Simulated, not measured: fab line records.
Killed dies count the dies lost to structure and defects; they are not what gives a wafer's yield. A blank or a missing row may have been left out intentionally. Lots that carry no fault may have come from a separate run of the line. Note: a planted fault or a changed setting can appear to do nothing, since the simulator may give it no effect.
fab line records ; flow nand-harc
[record] lots = 5; wafers = 13; last-day = 33
route steps=1302 shown A_CHANNEL_HOLE_D1@455 A_CHANNEL_FILL_D1@490 END@1301
lots untouched by any fault: they come from a run of this same line in which no faults occurred
start-h: the number of hours between the record's first day and the start of the first shown wafer of the lot ; wait-h: hours elapsed since this lot's preceding step ; " repeats the value in the row above ; L1.1+2: several wafers, shown together as one row ; - no value, or no start given ; * or withheld: withheld ; < > ~ a bound
route shown NAME@n: a module of which the file shows steps, and the number in the route of the first ; usual: mean/standard deviation taken from wafers without a fault ; same: alike in all rows ; chamber/n: place in a boat ; sites: each site's reading ; _std_site: standard deviation across them ; _edge_site: outer sites' mean less inner sites' ; radius-mm: how far each site lies from the wafer's centre ; mask NAME#n: copy n ; behind: tool/chamber where the wafer was last shaped ; hold: reason for holding the lot/hours on hold/outcome of the hold ; device: which transistor (n, p or np) failed to switch ; end of line: the route-end tests of the same wafers ; a step without rows: its recipe alone ; killed: not the wafer's yield, but the dies lost to structure and defects at the first sort ; map: a wafer's dies, marking killed ones x, the rest . and places with no die _
set.NAME: setting as actually run; set.NAME@STEP: the setting as run at that earlier step ; model.NAME: the simulator's own value behind a step, which no gauge read
certain route steps with their lots: each step a table, each wafer a row
services: a tool's chamber out of use, with start hour (start-h, from the record's first day; less than 0 if before it), hours out, and reason
[[steps]]
[step NHARC_A_CHANNEL_HOLE_D1_COAT_37]
[recipe] temp-c = 225; time-s = 65
[step NHARC_A_CHANNEL_HOLE_D1_COAT_04]
[recipe] spin-rpm = 1500; resist-thk-nm = 90
[step NHARC_A_CHANNEL_HOLE_D1_SOFTBAKE_05]
[recipe] temp-c = 105; time-s = 55
[step NHARC_A_CHANNEL_HOLE_D1_EBR_06]
[step NHARC_A_CHANNEL_HOLE_D1_EXPOSE_07]
[recipe] na = 1.35; target-cd-nm = 100; sigma-outer = 0.3; dose-mj = 59.65; mask-id = HOLE_D1
[step NHARC_A_CHANNEL_HOLE_D1_PEB_08]
[recipe] peb-temp-c = 100; peb-time-s = 65
[step NHARC_A_CHANNEL_HOLE_D1_DEVELOP_09]
[recipe] develop-time-s = 35; dev-temp-c = 23
[step NHARC_A_CHANNEL_HOLE_D1_CD_MEAS_10]
[recipe] target-cd-nm = 100; landing-energy-ev = 500
[usual] cd-nm = 100.2/0.49
lot.wafer;tool;chamber;start-h;wait-h;cd-nm
L951.1;cd-sem-01;0;209.99;-;100.1
L951.4;cd-sem-01;0;209.99;-;99.7
L951.6;cd-sem-01;0;209.99;-;100.5
L952.1;cd-sem-01;0;225.01;-;100.3
L952.2;cd-sem-01;0;225.01;-;101.1
L952.5;cd-sem-01;0;225.01;-;100.0
L960.2;cd-sem-03;0;295.87;-;100.2
L960.4;cd-sem-03;0;295.87;-;100.3
L960.5;cd-sem-03;0;295.87;-;100.4
L966.2;cd-sem-03;0;361.09;-;100.9
L970.2;cd-sem-03;0;403.51;-;100.0
L970.3;cd-sem-03;0;403.51;-;99.8
L970.4;cd-sem-03;0;403.51;-;100.4
[step NHARC_A_CHANNEL_HOLE_D1_OVL_MEAS_11]
[usual] overlay-x-nm = 0.1/0.83; overlay-y-nm = 0.2/0.78
lot.wafer;tool;chamber;start-h;wait-h;overlay-x-nm;overlay-y-nm
L951.1;overlay-02;-;210.09;-;-0.1;0.6
L951.4;overlay-02;-;210.09;-;-0.9;0.2
L951.6;overlay-02;-;210.09;-;-1.3;0.5
L952.1;overlay-02;-;225.10;-;-1.3;0.6
L952.2;overlay-02;-;225.10;-;-1.2;0.4
L952.5;overlay-02;-;225.10;-;-0.9;0.6
L960.2;overlay-02;-;295.95;-;-1.0;-0.1
L960.4;overlay-02;-;295.95;-;-1.0;-0.4
L960.5;overlay-02;-;295.95;-;-0.4;-0.4
L966.2;overlay-02;-;361.18;-;-0.2;-1.1
L970.2;overlay-01;-;403.60;-;-0.8;0.6
L970.3;overlay-01;-;403.60;-;-0.6;0.4
L970.4;overlay-01;-;403.60;-;-0.8;0.1
[step NHARC_A_CHANNEL_HOLE_D1_INSPECT_12]
[usual] raw-defect-count = 5.5/2.5
lot.wafer;tool;chamber;start-h;wait-h;raw-defect-count
L951.1;defect-inspect-02;-;210.13;0.0;7
L951.4;defect-inspect-02;-;210.13;0.0;7
L951.6;defect-inspect-02;-;210.13;0.0;4
L952.1;defect-inspect-01;-;225.13;0.0;4
L952.2;defect-inspect-01;-;225.13;0.0;4
L952.5;defect-inspect-01;-;225.13;0.0;2
L960.2;defect-inspect-02;-;295.99;0.0;6
L960.4;defect-inspect-02;-;295.99;0.0;4
L960.5;defect-inspect-02;-;295.99;0.0;9
L966.2;defect-inspect-02;-;361.21;0.0;5
L970.2;defect-inspect-01;-;403.64;0.0;4
L970.3;defect-inspect-01;-;403.64;0.0;11
L970.4;defect-inspect-01;-;403.64;0.0;7
[step NHARC_A_CHANNEL_HOLE_D1_DESCUM_15]
[recipe] time-s = 3; o2-flow-sccm = 200; ar-flow-sccm = 0; bias-power-w = 0; chemistry = O2
[usual] drypump-motor-current-A = 5.7/0.51; oes-product-au = 1.002/0.0094; rf-vpp-V = 57.9/0.97; showerhead-plenum-p-Torr = 1.95/0.079; throttle-valve-pct = 11.312/0.0093
lot.wafer;tool;chamber;start-h;wait-h;drypump-motor-current-A;oes-product-au;rf-hours-counter-h;rf-vpp-V;showerhead-plenum-p-Torr;throttle-valve-pct
L951.1;rie-diel-05;2;210.21;0.1;6.2;1.002;54;55.5;1.76;11.308
L951.4;rie-diel-05;3;210.21;0.1;5.3;1.010;-;60.0;1.96;11.314
L951.6;rie-diel-05;2;210.21;0.1;6.2;0.996;-;58.1;1.76;11.333
L952.1;rie-diel-05;2;225.19;0.1;6.1;0.995;62;56.5;1.76;11.317
L952.2;rie-diel-05;1;225.19;0.1;5.5;1.000;55;56.5;1.84;11.312
L952.5;rie-diel-05;3;225.19;0.1;5.3;1.004;-;57.8;1.96;11.302
L960.2;rie-diel-01;0;296.05;0.1;5.2;0.997;5;57.9;2.01;11.322
L960.4;rie-diel-01;0;296.05;0.1;5.3;1.002;-;57.7;2.01;11.316
L960.5;rie-diel-01;1;296.05;0.1;5.6;0.988;-;58.0;1.94;11.322
L966.2;rie-diel-01;3;361.27;0.1;5.6;1.004;11;58.2;1.99;11.317
L970.2;rie-diel-05;0;403.71;0.1;4.7;0.997;57;58.5;1.96;11.315
L970.3;rie-diel-05;1;403.71;0.1;5.5;1.000;55;55.4;1.82;11.303
L970.4;rie-diel-05;2;403.71;0.1;6.2;1.001;56;58.7;2.06;11.314
[step NHARC_A_CHANNEL_HOLE_D1_ETCH_38]
[recipe] target-depth-a = 390; over-etch-frac = 0.3; time-s = 65; ion-energy-ev = 80; cf4-flow-sccm = 150; ar-flow-sccm = 0; rf-w = 300; bias-w = 100; chemistry = CF4
[usual] drypump-motor-current-A = 5.7/0.5; oes-product-au = 1.003/0.0091; over-etch-frac = 0.3/0; rf-vpp-V = 151.6/1.2; showerhead-plenum-p-Torr = 1.80/0.069; throttle-valve-pct = 13.284/0.0094
lot.wafer;tool;chamber;start-h;wait-h;drypump-motor-current-A;oes-product-au;over-etch-frac;rf-hours-counter-h;rf-vpp-V;showerhead-plenum-p-Torr;throttle-valve-pct
L951.1;rie-diel-05;2;210.30;0.1;6.2;0.993;0.3;54;149.6;1.64;13.271
L951.4;rie-diel-05;0;210.30;0.1;4.7;1.006;0.3;-;150.9;1.83;13.290
L951.6;rie-diel-05;2;210.30;0.1;6.2;1.003;0.3;-;150.5;1.64;13.293
L952.1;rie-diel-05;2;225.28;0.1;6.2;1.003;0.3;62;149.5;1.64;13.283
L952.2;rie-diel-05;0;225.28;0.1;4.6;0.998;0.3;56;152.3;1.82;13.289
L952.5;rie-diel-05;2;225.28;0.1;6.2;0.991;0.3;-;150.2;1.64;13.278
L960.2;rie-diel-01;0;296.16;0.1;5.2;1.012;0.3;5;153.5;1.85;13.283
L960.4;rie-diel-01;0;296.16;0.1;5.2;1.001;0.3;-;152.3;1.85;13.281
L960.5;rie-diel-01;1;296.16;0.1;5.6;0.993;0.3;-;152.0;1.79;13.276
L966.2;rie-diel-01;0;361.37;0.1;5.2;1.013;0.3;11;153.3;1.85;13.283
L970.2;rie-diel-05;1;403.78;0.1;5.5;1.004;0.3;55;149.4;1.69;13.284
L970.3;rie-diel-05;2;403.78;0.1;6.2;0.991;0.3;56;153.1;1.89;13.278
L970.4;rie-diel-05;0;403.78;0.1;4.6;0.981;0.3;57;152.2;1.81;13.288
[step NHARC_A_CHANNEL_HOLE_D1_ETCH_39]
[recipe] target-depth-a = 2600; over-etch-frac = 0.3; time-s = 325; ion-energy-ev = 200; n2-flow-sccm = 150; h2-flow-sccm = 150; ar-flow-sccm = 0; rf-w = 400; bias-w = 150; chemistry = N2/H2
[usual] drypump-motor-current-A = 5.6/0.5; oes-product-au = 1.003/0.0088; over-etch-frac = 0.3/0; rf-vpp-V = 431.7/2.4; showerhead-plenum-p-Torr = 2.08/0.085; throttle-valve-pct = 14.172/0.0089
lot.wafer;tool;chamber;start-h;wait-h;drypump-motor-current-A;oes-product-au;over-etch-frac;rf-hours-counter-h;rf-vpp-V;showerhead-plenum-p-Torr;throttle-valve-pct
L951.1;rie-diel-05;0;210.46;-;4.7;0.998;0.3;50;431.9;2.11;14.165
L951.4;rie-diel-05;2;210.46;-;6.2;1.001;0.3;-;426.6;1.87;14.179
L951.6;rie-diel-05;3;210.46;-;5.3;0.995;0.3;-;430.7;2.09;14.179
L952.1;rie-diel-05;0;225.37;-;4.7;0.992;0.3;56;432.8;2.11;14.173
L952.2;rie-diel-05;1;225.37;-;5.5;0.996;0.3;55;429.5;1.96;14.158
L952.5;rie-diel-05;0;225.37;-;4.7;0.995;0.3;-;434.0;2.11;14.175
L960.2;rie-diel-01;1;296.29;-;5.6;1.001;0.3;6;431.3;2.07;14.165
L960.4;rie-diel-01;1;296.29;-;5.6;0.999;0.3;-;431.5;2.07;14.174
L960.5;rie-diel-01;3;296.29;-;5.6;0.990;0.3;-;432.8;2.12;14.149
L966.2;rie-diel-01;1;361.47;-;5.6;1.000;0.60863;12;431.6;2.06;14.166
L970.2;rie-diel-05;0;403.90;-;4.7;0.995;0.3;57;431.6;2.09;14.175
L970.3;rie-diel-05;1;403.90;-;5.5;1.009;0.3;55;428.0;1.94;14.172
L970.4;rie-diel-05;2;403.90;-;6.2;1.004;0.3;56;434.1;2.20;14.167
[step NHARC_A_CHANNEL_HOLE_D1_ETCH_34]
[recipe] target-depth-a = 1540; time-s = 77; cf4-flow-sccm = 100; chf3-flow-sccm = 30; ar-flow-sccm = 0; rf-w = 500; bias-w = 200; chemistry = CF4/CHF3
[step NHARC_A_CHANNEL_HOLE_D1_ETCH_16]
[recipe] target-depth-a = 31000; over-etch-frac = 0.3; time-s = 806; ion-energy-ev = 150; o2-flow-sccm = 400; cos-flow-sccm = 20; ar-flow-sccm = 0; rf-w = 500; bias-w = 300; chemistry = O2/COS
[usual] drypump-motor-current-A = 5.7/0.51; oes-product-au = 1.003/0.0085; over-etch-frac = 0.3/0; rf-vpp-V = 314.9/1.9; showerhead-plenum-p-Torr = 3.18/0.12; throttle-valve-pct = 28.330/0.0083
lot.wafer;tool;chamber;start-h;wait-h;drypump-motor-current-A;oes-product-au;over-etch-frac;rf-hours-counter-h;rf-vpp-V;showerhead-plenum-p-Torr;throttle-valve-pct
L951.1;rie-diel-05;2;-;-;6.2;1.002;0.3;54;310.0;2.89;28.341
L951.6;rie-diel-05;3;-;-;5.3;1.002;0.3;-;314.5;3.20;28.326
L951.4;rie-diel-05;2;-;-;6.2;1.007;0.3;-;308.6;2.89;28.336
L952.1;rie-diel-05;1;-;-;5.5;1.001;0.3;56;312.6;3.01;28.312
L952.2;rie-diel-05;3;-;-;5.3;1.006;0.3;46;315.1;3.19;28.328
L952.5;rie-diel-05;1;-;-;5.5;0.997;0.3;-;311.3;3.00;28.336
L960.2;rie-diel-01;1;-;-;5.6;0.997;0.3;6;314.2;3.16;28.319
L960.4;rie-diel-01;0;-;-;5.3;0.996;0.3;-;315.5;3.27;28.344
L960.5;rie-diel-01;3;-;-;5.6;0.998;0.3;-;316.4;3.24;28.357
L966.2;rie-diel-01;1;-;-;5.6;0.998;0.3;13;313.2;3.16;28.334
L970.3;rie-diel-05;2;-;-;6.2;0.991;0.3;57;316.2;3.34;28.345
L970.4;rie-diel-05;3;-;-;5.3;1.007;0.3;58;314.6;3.16;28.330
L970.2;rie-diel-05;0;-;-;4.7;0.977;0.3;57;314.7;3.19;28.335
[step NHARC_A_CHANNEL_HOLE_D1_CD_MEAS_18]
[usual] cd-nm = 99.7/2.3
lot.wafer;tool;chamber;start-h;wait-h;cd-nm
L951.1;cd-sem-01;-;211.50;-;102.8
L951.4;cd-sem-01;-;211.50;-;103.2
L951.6;cd-sem-01;-;211.50;-;100.5
L952.1;cd-sem-01;-;226.30;-;98.1
L952.2;cd-sem-01;-;226.30;-;97.6
L952.5;cd-sem-01;-;226.30;-;98.6
L960.2;cd-sem-01;-;297.37;-;101.3
L960.4;cd-sem-01;-;297.37;-;97.7
L960.5;cd-sem-01;-;297.37;-;97.6
L966.2;cd-sem-03;-;362.38;-;105.6
L970.2;cd-sem-03;-;404.80;-;98.7
L970.3;cd-sem-03;-;404.80;-;95.4
L970.4;cd-sem-03;-;404.80;-;96.8
[step NHARC_A_CHANNEL_HOLE_D1_ETCH_19]
[recipe] bias-v = 1200; source-w = 2500; pressure-mtorr = 15; time-s = 34.5; ar-flow-sccm = 375; c4f8-flow-sccm = 28.8; o2-flow-sccm = 96.2; temp-c = -20; target-depth-a = *; chemistry = C4F8/O2/Ar
[step NHARC_A_CHANNEL_HOLE_D1_ETCH_20]
[recipe] bias-v = 3000; source-w = withheld; pressure-mtorr = 20; time-s = 361.9; ar-flow-sccm = 375; c4f8-flow-sccm = 89.3; o2-flow-sccm = 35.7; temp-c = -20; target-depth-a = 16000; chemistry = C4F8/O2/Ar
[step NHARC_A_CHANNEL_HOLE_D1_ETCH_21]
[recipe] bias-v = 3000; source-w = withheld; pressure-mtorr = 20; time-s = 514.3; ar-flow-sccm = 375; c4f8-flow-sccm = 89.3; o2-flow-sccm = 35.7; temp-c = -20; target-depth-a = 16000; chemistry = C4F8/O2/Ar
[step NHARC_A_CHANNEL_HOLE_D1_ETCH_22]
[recipe] bias-v = 3000; source-w = withheld; pressure-mtorr = 20; time-s = 666.7; ar-flow-sccm = 375; c4f8-flow-sccm = 89.3; o2-flow-sccm = 35.7; temp-c = -20; target-depth-a = 16000; chemistry = C4F8/O2/Ar
[step NHARC_A_CHANNEL_HOLE_D1_ETCH_23]
[recipe] bias-v = 5000; source-w = withheld; pressure-mtorr = 20; time-s = 819; ar-flow-sccm = 375; c4f8-flow-sccm = 89.3; o2-flow-sccm = 35.7; temp-c = -20; target-depth-a = 16000; chemistry = C4F8/O2/Ar
[step NHARC_A_CHANNEL_HOLE_D1_ETCH_24]
[recipe] bias-v = 5000; source-w = withheld; pressure-mtorr = 20; time-s = 906.2; ar-flow-sccm = 375; c4f8-flow-sccm = 93.8; o2-flow-sccm = 31.2; temp-c = -20; target-depth-a = 15000; chemistry = C4F8/O2/Ar
[step NHARC_A_CHANNEL_HOLE_D1_ETCH_25]
[recipe] bias-v = 5000; source-w = withheld; pressure-mtorr = 20; time-s = 1040.2; ar-flow-sccm = 375; c4f8-flow-sccm = 93.8; o2-flow-sccm = 31.2; temp-c = -20; target-depth-a = 15000; chemistry = C4F8/O2/Ar
[usual] drypump-motor-current-A = 5.9/0.42; showerhead-plenum-p-Torr = 3.64/0.074; temp-c = -20.00/0.11; throttle-valve-pct = 32.236/0.0096
lot.wafer;tool;chamber;start-h;wait-h;drypump-motor-current-A;rf-hours-counter-h;showerhead-plenum-p-Torr;temp-c;throttle-valve-pct
L951.1;har-etch-02;0;214.47;0.6;5.2;313;3.66;-20.10;32.238
L951.4;har-etch-02;0;214.47;0.6;5.2;-;3.66;-19.95;32.236
L951.6;har-etch-02;0;214.47;0.6;5.2;-;3.66;-20.14;32.239
L952.1;har-etch-02;0;229.28;0.6;5.2;321;3.66;-19.83;32.226
L952.2;har-etch-02;1;229.28;0.6;6.5;321;3.75;-20.12;32.235
L952.5;har-etch-02;0;229.28;0.6;5.2;-;3.66;-19.97;32.246
L960.2;har-etch-01;1;304.35;0.7;6.2;159;3.69;-20.03;32.223
L960.4;har-etch-01;1;304.35;0.7;6.2;-;3.69;-20.01;32.246
L960.5;har-etch-01;0;304.35;0.7;5.7;-;3.55;-19.98;32.241
L966.2;har-etch-02;0;365.97;0.6;5.2;404;3.61;-19.84;32.224
L970.2;har-etch-02;1;408.31;0.7;6.4;10;3.70;-20.15;32.253
L970.3;har-etch-02;0;408.31;0.7;5.2;-;3.61;-20.06;32.237
L970.4;har-etch-02;1;408.31;0.7;6.5;-;3.70;-20.11;32.235
[step NHARC_A_CHANNEL_HOLE_D1_ETCH_26]
[recipe] bias-v = 300; source-w = 2000; pressure-mtorr = 30; time-s = 224.1; ar-flow-sccm = 375; c4f8-flow-sccm = 11.4; o2-flow-sccm = 113.6; temp-c = -20; target-depth-a = 3000; chemistry = C4F8/O2/Ar
[step NHARC_A_CHANNEL_HOLE_D1_ETCH_33]
[recipe] bias-v = 400; source-w = 2000; pressure-mtorr = 25; time-s = 90; ar-flow-sccm = 375; c4f8-flow-sccm = 41.7; o2-flow-sccm = 83.3; temp-c = -20; target-depth-a = 4000; chemistry = C4F8/O2/Ar
[step NHARC_A_CHANNEL_HOLE_D1_STRIP_41]
[recipe] n2-flow-sccm = 150; h2-flow-sccm = 150; ar-flow-sccm = 0; bias-w = 0; chemistry = N2/H2
[step NHARC_A_CHANNEL_HOLE_D1_STRIP_42]
[recipe] cf4-flow-sccm = 100; chf3-flow-sccm = 30; ar-flow-sccm = 0; bias-w = 0; chemistry = CF4/CHF3
[step NHARC_A_CHANNEL_HOLE_D1_STRIP_43]
[recipe] o2-flow-sccm = 400; cos-flow-sccm = 20; ar-flow-sccm = 0; bias-w = 0; chemistry = O2/COS
[step NHARC_A_CHANNEL_HOLE_D1_ETCH_44]
[recipe] target-depth-a = 1400; overetch-a = 140; time-s = 77; ion-energy-ev = 100; cf4-flow-sccm = 80; o2-flow-sccm = 20; ar-flow-sccm = 0; rf-w = 300; bias-w = 100; chemistry = CF4/O2
[step NHARC_A_CHANNEL_HOLE_D1_STRIP_27]
[recipe] o2-flow-sccm = 500; ar-flow-sccm = 0; bias-w = 0; chemistry = O2
[step NHARC_A_CHANNEL_HOLE_D1_PRECLEAN_28]
[recipe] time-s = *; temp-c = 50; bath-age-min = 0; chemistry = SC1
[step NHARC_A_CHANNEL_HOLE_D1_SRD_29]
[step NHARC_A_CHANNEL_HOLE_D1_CD_MEAS_30]
[usual] cd-nm = 90.6/1.3
lot.wafer;tool;chamber;start-h;wait-h;cd-nm
L951.1;cd-sem-01;-;219.86;-;89.6
L951.4;cd-sem-01;-;219.86;-;92.6
L951.6;cd-sem-01;-;219.86;-;91.8
L952.1;cd-sem-02;-;231.94;0.1;90.5
L952.2;cd-sem-02;-;231.94;0.1;92.5
L952.5;cd-sem-02;-;231.94;0.1;92.2
L960.2;cd-sem-03;-;306.85;-;91.0
L960.4;cd-sem-03;-;306.85;-;89.2
L960.5;cd-sem-03;-;306.85;-;90.4
L966.2;cd-sem-02;-;368.44;-;92.6
L970.2;cd-sem-03;-;410.79;-;88.9
L970.3;cd-sem-03;-;410.79;-;89.7
L970.4;cd-sem-03;-;410.79;-;89.1
[step NHARC_A_CHANNEL_HOLE_D1_XSEM_31]
[recipe] landing-energy-ev = 35000
[step NHARC_A_CHANNEL_HOLE_D1_INSPECT_40]
[usual] raw-defect-count = 70/24
lot.wafer;tool;chamber;start-h;wait-h;raw-defect-count
L951.1;defect-inspect-01;-;220.05;-;100
L951.4;defect-inspect-01;-;220.05;-;92
L951.6;defect-inspect-01;-;220.05;-;81
L952.1;defect-inspect-01;-;232.13;-;98
L952.2;defect-inspect-01;-;232.13;-;123
L952.5;defect-inspect-01;-;232.13;-;96
L960.2;defect-inspect-01;-;307.03;-;39
L960.4;defect-inspect-01;-;307.03;-;58
L960.5;defect-inspect-01;-;307.03;-;52
L966.2;defect-inspect-01;-;368.63;-;91
L970.2;defect-inspect-02;-;410.97;-;42
L970.3;defect-inspect-02;-;410.97;-;53
L970.4;defect-inspect-02;-;410.97;-;71
[step NHARC_A_CHANNEL_FILL_D1_PRECLEAN_00]
[recipe] time-s = *; temp-c = 50; bath-age-min = 0; chemistry = SC1
[step NHARC_A_CHANNEL_FILL_D1_SRD_01]
[step NHARC_A_CHANNEL_FILL_D1_ALD_02]
[recipe] target-thk-a = 60; pulse-time-s = 10; ald-cycles = 60; temp-c = 300; material = SiO2
[step NHARC_A_CHANNEL_FILL_D1_ALD_03]
[recipe] target-thk-a = 60; pulse-time-s = 60; ald-cycles = 58; temp-c = 630; pressure-torr = 2; material = SiNx
[step NHARC_A_CHANNEL_FILL_D1_ALD_14]
[recipe] target-thk-a = 25; pulse-time-s = 10; ald-cycles = 25; temp-c = 300; material = SiO2
[usual] heater-power-w = 461/39; precursor-pulse-height-rel = 1.003/0.02
lot.wafer;tool;chamber;start-h;wait-h;heater-power-w;precursor-pulse-height-rel
L951.4;ald-hk-04;0;227.40;0.1;498;0.973
L951.1;ald-hk-04;1;227.40;0.1;441;1.000
L951.6;ald-hk-04;3;227.40;0.1;439;1.003
L952.1;ald-hk-03;3;239.24;0.0;439;1.028
L952.2;ald-hk-03;0;239.24;0.0;411;0.999
L952.5;ald-hk-03;0;239.24;0.0;411;1.015
L960.2;ald-hk-03;1;316.18;0.1;521;0.981
L960.4;ald-hk-03;3;316.18;0.1;451;0.992
L960.5;ald-hk-03;1;316.18;0.1;517;0.995
L966.2;ald-hk-01;1;375.97;0.2;437;0.997
L970.3;ald-hk-04;3;417.70;0.0;436;0.999
L970.2;ald-hk-04;0;417.70;0.0;523;1.001
L970.4;ald-hk-04;2;417.70;0.0;443;1.013
[step NHARC_A_CHANNEL_FILL_D1_ALD_15]
[recipe] target-thk-a = 20; pulse-time-s = 60; ald-cycles = 19; temp-c = 630; pressure-torr = 2; material = SiNx
[step NHARC_A_CHANNEL_FILL_D1_ALD_16]
[recipe] target-thk-a = 15; pulse-time-s = 10; ald-cycles = 15; temp-c = 300; material = SiO2
[step NHARC_END_WLT_00]
[usual] VT_DECK1_BOTTOM = 0.871/0.0074; VT_DECK1_BOTTOM_INNER = 0.870/0.008; VT_DECK1_MEDIAN_NEAR_BOTTOM = 0.872/0.0076; VT_DECK1_MEDIAN_NEAR_BOTTOM_INNER = 0.873/0.0073; VT_DECK1_MIDDLE = 0.884/0.0074; VT_DECK1_MIDDLE_INNER = 0.883/0.0075; VT_DECK1_TOP = 0.894/0.0075; VT_DECK1_TOP_INNER = 0.894/0.0077; VT_DECK2_BOTTOM = 0.866/0.0087; VT_DECK2_BOTTOM_INNER = 0.866/0.0092; VT_DECK2_MEDIAN_NEAR_BOTTOM = 0.866/0.0091; VT_DECK2_MEDIAN_NEAR_BOTTOM_INNER = 0.868/0.0087; VT_DECK2_MIDDLE = 0.881/0.0082; VT_DECK2_MIDDLE_INNER = 0.880/0.0083; VT_DECK2_TOP = 0.893/0.0085; VT_DECK2_TOP_INNER = 0.893/0.0084
lot.wafer;tool;chamber;start-h;wait-h;VT_DECK1_BOTTOM;VT_DECK1_BOTTOM_INNER;VT_DECK1_MEDIAN_NEAR_BOTTOM;VT_DECK1_MEDIAN_NEAR_BOTTOM_INNER;VT_DECK1_MIDDLE;VT_DECK1_MIDDLE_INNER;VT_DECK1_TOP;VT_DECK1_TOP_INNER;VT_DECK2_BOTTOM;VT_DECK2_BOTTOM_INNER;VT_DECK2_MEDIAN_NEAR_BOTTOM;VT_DECK2_MEDIAN_NEAR_BOTTOM_INNER;VT_DECK2_MIDDLE;VT_DECK2_MIDDLE_INNER;VT_DECK2_TOP;VT_DECK2_TOP_INNER
L951.1;prober-02;-;585.78;0.8;0.860;0.868;0.870;0.871;0.879;0.873;0.892;0.890;0.857;0.853;0.861;0.862;0.874;0.873;0.887;0.891
L951.4;prober-02;-;587.26;2.3;0.867;0.876;0.875;0.874;0.878;0.878;0.887;0.890;0.861;0.862;0.860;0.864;0.883;0.881;0.890;0.895
L951.6;prober-02;-;587.26;2.3;0.866;0.869;0.871;0.870;0.881;0.887;0.889;0.897;0.865;0.861;0.854;0.865;0.873;0.883;0.879;0.893
L952.1;prober-01;-;596.76;0.0;0.865;0.865;0.862;0.869;0.882;0.882;0.892;0.887;0.864;0.866;0.863;0.864;0.874;0.873;0.894;0.887
L952.2;prober-01;-;596.76;0.0;0.865;0.871;0.874;0.878;0.887;0.885;0.890;0.894;0.858;0.858;0.861;0.870;0.887;0.865;0.885;0.900
L952.5;prober-01;-;598.75;2.0;0.866;0.872;0.875;0.870;0.885;0.879;0.894;0.886;0.867;0.864;0.861;0.868;0.882;0.883;0.886;0.894
L960.2;prober-02;-;686.37;0.6;0.869;0.877;0.881;0.876;0.892;0.877;0.896;0.911;0.869;0.868;0.867;0.869;0.879;0.879;0.888;0.877
L960.4;prober-02;-;687.37;1.6;0.875;0.879;0.877;0.874;0.890;0.885;0.905;0.905;0.870;0.864;0.867;0.862;0.878;0.883;0.902;0.898
L960.5;prober-02;-;687.37;1.6;0.877;0.878;0.885;0.875;0.892;0.889;0.907;0.906;0.871;0.866;0.875;0.871;0.876;0.887;0.891;0.889
L966.2;prober-02;-;718.07;0.6;0.907;0.901;0.900;0.901;0.919;0.909;0.930;0.924;0.875;0.872;0.874;0.876;0.889;0.889;0.902;0.904
L970.2;prober-02;-;789.56;0.6;0.880;0.877;0.871;0.880;0.890;0.874;0.901;0.905;0.868;0.865;0.866;0.876;0.879;0.886;0.888;0.889
L970.3;prober-02;-;789.56;0.6;0.878;0.867;0.878;0.878;0.890;0.884;0.898;0.907;0.856;0.857;0.861;0.863;0.875;0.873;0.892;0.886
L970.4;prober-02;-;789.56;0.6;0.873;0.871;0.874;0.871;0.890;0.887;0.903;0.900;0.855;0.858;0.862;0.864;0.881;0.876;0.891;0.888
[step NHARC_END_SORT_01]
[recipe] temp-c = 25
[usual] killed-at-array = 62/20; killed-at-other = 0.8/1.1; killed-at-periphery = 3.5/2.4; killed-dies = 66/21; killed-open = 3.5/1.9; killed-short = 2.5/1.7
[same] gross-dies = 677
lot.wafer;tool;chamber;start-h;wait-h;killed-at-array;killed-at-other;killed-at-periphery;killed-dies;killed-open;killed-short
L966.2;prober-02;0;721.36;2.8;70;2;1;73;5;1
// killed by level:class
L966.2 A_SLIT:chamber-film-flake=28 A_CHANNEL_HOLE_D1:chamber-film-flake=28 A_CONTACT:chamber-film-flake=5 A_CHANNEL_FILL_D2:chamber-film-flake=3 THIN_TSV:chamber-film-flake=2 P_CONTACT:geometric-particle:open=1 A_ONON_D1:geometric-particle:open=1 A_CHANNEL_HOLE_D2:geometric-particle:short=1
[[services]]
tool;chamber;start-h;hours;kind
rie-diel-01;-;187.36;0.5;repair
rie-diel-01;-;203.80;9.0;pm
rie-diel-05;1;204.70;8.6;repair
rie-diel-05;0;209.13;-;clean
rie-diel-05;2;209.13;-;clean
rie-diel-05;3;209.13;-;clean
ald-hk-03;-;213.82;10.0;pm
ald-hk-01;-;214.22;1.3;repair
rie-diel-01;0;222.51;8.1;repair
rie-diel-05;-;229.75;9.0;pm
rie-diel-05;0;229.75;9.0;vent-cycle
rie-diel-05;0;276.49;2.7;repair
rie-diel-01;2;292.63;9.6;repair
ald-hk-01;-;299.15;10.0;pm
rie-diel-01;3;327.13;10.7;repair
rie-diel-05;-;333.91;2.4;repair
rie-diel-05;3;339.88;1.6;repair
rie-diel-05;0;352.29;2.8;repair
rie-diel-01;2;352.98;4.6;repair
rie-diel-05;2;371.79;6.8;repair
har-etch-02;-;377.00;17.0;pm
rie-diel-01;-;380.80;9.0;pm
rie-diel-01;3;392.56;9.8;repair
rie-diel-05;-;406.75;9.0;pm
[[key]]
[first-sign] step = NHARC_A_CHANNEL_HOLE_D1_ETCH_39; reading = over-etch-frac; direction = up; sigmas = 99+; usual = 0.3; struck = 0.60863
[effect] step = NHARC_END_WLT_00; reading = VT_DECK1_BOTTOM; direction = up; sigmas = 4.8; usual = 0.871; struck = 0.907
met-at NHARC_A_CHANNEL_HOLE_D1_ETCH_39
struck-wafers L966.2
tester-left-out L966
onset-between 296.29 361.47
[fault] kind = process-parameter-drift; tool = rie-diel-01; chamber = -; onset-h = 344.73; steps = NHARC_A_CHANNEL_HOLE_D1_ETCH_39; channel = over-etch-frac; offset = 0.30863; shape = step; end-h = 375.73; scope = struck-wafers-only; acts-in = these-recipes-only; stated = 0.3
// tester-left-out: of these lots the tester's yield and bins aren't shown, on N5 and GAA mostly nor the transistor test; their killed dies are dies lost to structure and defects alone, not to doping, threshold or leakage, so they don't give the yield
